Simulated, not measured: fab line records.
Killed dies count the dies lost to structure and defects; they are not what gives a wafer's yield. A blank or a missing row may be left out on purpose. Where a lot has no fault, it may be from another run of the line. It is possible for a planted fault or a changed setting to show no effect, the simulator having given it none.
Which tool did it? -- flow nandHarc -- Sampling: 13 lots, 39 wafers, 5 of 1302 route steps

## WHAT THE GAUGES READ, wafer by wafer
NHARC_END_SORT_01. Usual: killedAtArray 56, standard deviation 19; killedAtOther 0.8, standard deviation 1.1; killedAtPeriphery 3.4, standard deviation 2.5; killedDies 60, standard deviation 19; killedOpen 2.9, standard deviation 1.7; killedShort 2.4, standard deviation 1.6.
lot,measured,on,killedAtArray,killedAtOther,killedAtPeriphery,killedDies,killedOpen,killedShort,flag
L490,day 25 01:17,prober-01,60 80 61,0 0 0,3 4 2,63 84 63,1 5 0,2 6 1,
L493,day 26 04:05,prober-01,62 75 65,0 0 0,0 0 4,62 75 69,2 1 3,2 1 2,
L494,day 27 07:38,prober-01,53 52 63,3 1 3,4 1 2,60 54 68,7 4 3,6 2 4,
L496,day 27 08:28,prober-02,66 75 67,1 2 1,9 10 3,76 87 71,3 4 4,1 4 2,
L497,day 28 01:08,prober-02,94 93 104,0 0 0,3 2 5,97 95 109,4 2 5,2 1 3,
L498,day 28 11:05,prober-02,71 81 73,1 0 1,0 1 1,72 82 75,4 1 3,2 4 2,
L499,day 28 11:56,prober-01,76 61 56,0 0 0,3 1 2,79 62 58,2 0 3,0 5 0,
L503,day 30 14:42,prober-02,21 24 131,0 1 0,6 6 3,27 31 134,3 6 2,2 2 1,
L509,day 32 19:13,prober-01,78 60 72,0 0 0,7 7 6,85 67 78,3 5 1,5 3 3,
L511,day 34 02:20,prober-01,38 40 39,0 2 1,5 4 1,43 46 41,1 1 2,4 3 1,

## TOOL THAT RAN EACH LOT (tool first, then ch and the chambers of the sampled wafers, then the start)
lot,NHARC_A_STAIRCASE_DEP_417,NHARC_THIN_TSV_DEP_47,NHARC_THIN_TSV_PRE_CLEAN_50,NHARC_THIN_TSV_ANNEAL_52
L489,"pecvd-01 ch 0,1, day 16 21:50","pecvd-01 ch 0,1,2, day 23 16:09","pvdSputter-01, day 23 18:14 or earlier","rtpAnneal-01 ch 0, day 23 18:14"
L490,"pecvd-01 ch 0,1,2, day 17 15:53","pecvd-03 ch 0,1,2, day 24 09:53","pvdSputter-03, day 24 12:00 or earlier","rtpAnneal-02 ch 0, day 24 12:00"
L492,"pecvd-01 ch 0,1,2, day 18 07:20","pecvd-04 ch 0,1,2, day 24 15:43","pvdSputter-01, day 24 17:48 or earlier","rtpAnneal-02 ch 0, day 24 17:48"
L493,"pecvd-02 ch 0,1,2, day 19 00:56","pecvd-04 ch 0,1,2, day 25 09:14","pvdSputter-03, day 25 11:35 or earlier","rtpAnneal-02 ch 0, day 25 11:35"
L494,"pecvd-03 ch 1,2, day 19 07:41","pecvd-01 ch 0,2, day 26 19:35","pvdSputter-01, day 26 21:41 or earlier","rtpAnneal-01 ch 0, day 26 21:41"
L496,"pecvd-03 ch 0,1,2, day 20 02:08","pecvd-01 ch 0,1, day 26 18:22","pvdSputter-01, day 26 20:31 or earlier","rtpAnneal-02 ch 0, day 26 20:31"
L497,"pecvd-03 ch 0,2, day 20 22:51","pecvd-03 ch 1,2, day 27 10:13","pvdSputter-02, day 27 12:17 or earlier","rtpAnneal-01 ch 0, day 27 12:17"
L498,"pecvd-02 ch 1,2, day 21 07:44","pecvd-04 ch 0,2, day 27 21:55","pvdSputter-01, day 28 00:11 or earlier","rtpAnneal-02 ch 0, day 28 00:11"
L499,"pecvd-01 ch 0,1,2, day 21 09:50","pecvd-03 ch 0,2, day 27 20:36","pvdSputter-01, day 27 22:51 or earlier","rtpAnneal-01 ch 0, day 27 22:51"
L503,"pecvd-02 ch 1,2, day 23 03:12","pecvd-04 ch 0,1,2, day 29 23:48","pvdSputter-01, day 30 02:12 or earlier","rtpAnneal-02 ch 0, day 30 02:12"
L509,"pecvd-03 ch 1,2, day 25 12:53","pecvd-04 ch 0,1, day 32 04:27","pvdSputter-03, day 32 06:37 or earlier","rtpAnneal-01 ch 0, day 32 06:37"
L511,"pecvd-02 ch 0,1,2, day 26 18:38","pecvd-03 ch 0,1, day 33 09:44","pvdSputter-03, day 33 11:52 or earlier","rtpAnneal-01 ch 0, day 33 11:52"
L512,"pecvd-01 ch 0,1,2, day 26 23:43","pecvd-04 ch 0,1,2, day 34 01:23","pvdSputter-03, day 34 03:35 or earlier","rtpAnneal-01 ch 0, day 34 03:35"
- NHARC_A_STAIRCASE_DEP_417: deposits Si3N4, target thk 60 nm.
- NHARC_THIN_TSV_DEP_47: deposits SiO2, target thk 200 nm.
- NHARC_THIN_TSV_PRE_CLEAN_50: time 30 s.
- NHARC_THIN_TSV_ANNEAL_52: time 90 s.

## WHAT THE TOOLS THEMSELVES READ (means of the sampled wafers that have a number; where no wafer has one, the mark that the record gives instead)
NHARC_A_STAIRCASE_DEP_417. Usual: heaterPowerW reads 688 W (standard deviation 57).
lot,tool,heaterPowerW (W),flag
L489,pecvd-01,700,
L490,pecvd-01,627,
L492,pecvd-01,651,
L493,pecvd-02,712,
L494,pecvd-03,726,
L496,pecvd-03,729,
L497,pecvd-03,667,
L498,pecvd-02,649,
L499,pecvd-01,691,
L503,pecvd-02,671,
L509,pecvd-03,662,
L511,pecvd-02,670,
L512,pecvd-01,730,

NHARC_THIN_TSV_DEP_47. Usual: throttleValvePct reads 15.8 % (standard deviation 0.62).
lot,tool,throttleValvePct (%),flag
L489,pecvd-01,15.6,
L490,pecvd-03,15.3,
L492,pecvd-04,16.1,
L493,pecvd-04,16.1,
L494,pecvd-01,16.0,
L496,pecvd-01,15.7,
L497,pecvd-03,15.5,
L498,pecvd-04,16.2,
L499,pecvd-03,16.2,
L503,pecvd-04,16.0,
L509,pecvd-04,15.9,
L511,pecvd-03,14.7,
L512,pecvd-04,16.2,

NHARC_THIN_TSV_PRE_CLEAN_50. Usual: heaterPowerW reads 399 W (standard deviation 35).
lot,tool,heaterPowerW (W),flag
L489,pvdSputter-01,383,
L490,pvdSputter-03,382,
L492,pvdSputter-01,394,
L493,pvdSputter-03,399,
L494,pvdSputter-01,408,
L496,pvdSputter-01,370,
L497,pvdSputter-02,434,
L498,pvdSputter-01,426,
L499,pvdSputter-01,407,
L503,pvdSputter-01,393,
L509,pvdSputter-03,405,
L511,pvdSputter-03,373,
L512,pvdSputter-03,388,

NHARC_THIN_TSV_ANNEAL_52. Usual: wafer_temp_C_max reads 226.3 (standard deviation 0.39).
lot,tool,wafer_temp_C_max,flag
L489,rtpAnneal-01,226.4,
L490,rtpAnneal-02,226.0,
L492,rtpAnneal-02,225.8,
L493,rtpAnneal-02,226.2,
L494,rtpAnneal-01,226.8,
L496,rtpAnneal-02,226.2,
L497,rtpAnneal-01,226.7,
L498,rtpAnneal-02,225.9,
L499,rtpAnneal-01,226.7,
L503,rtpAnneal-02,225.9,
L509,rtpAnneal-01,226.4,
L511,rtpAnneal-01,226.5,
L512,rtpAnneal-01,226.6,

## THE ANSWER, worked out from the rows above alone
Rule: a lot counts as off when the mean over its wafers that have a number is more than 3 standard deviations away from the usual mean. A lot without any number at a reading at which 4 lots or more have one is off too. Any other lot the step has rows for is counted as sound. First the gauges in route order, then the tools' own readings, where a lot's mean is used as printed above. The first step at which some lot is off is used, and at that step the reading that is off furthest; a lot without a number counts as furthest.
None of the lots is off at any reading shown; this tells nothing.

## WHAT THE SIMULATOR HAD PUT IN
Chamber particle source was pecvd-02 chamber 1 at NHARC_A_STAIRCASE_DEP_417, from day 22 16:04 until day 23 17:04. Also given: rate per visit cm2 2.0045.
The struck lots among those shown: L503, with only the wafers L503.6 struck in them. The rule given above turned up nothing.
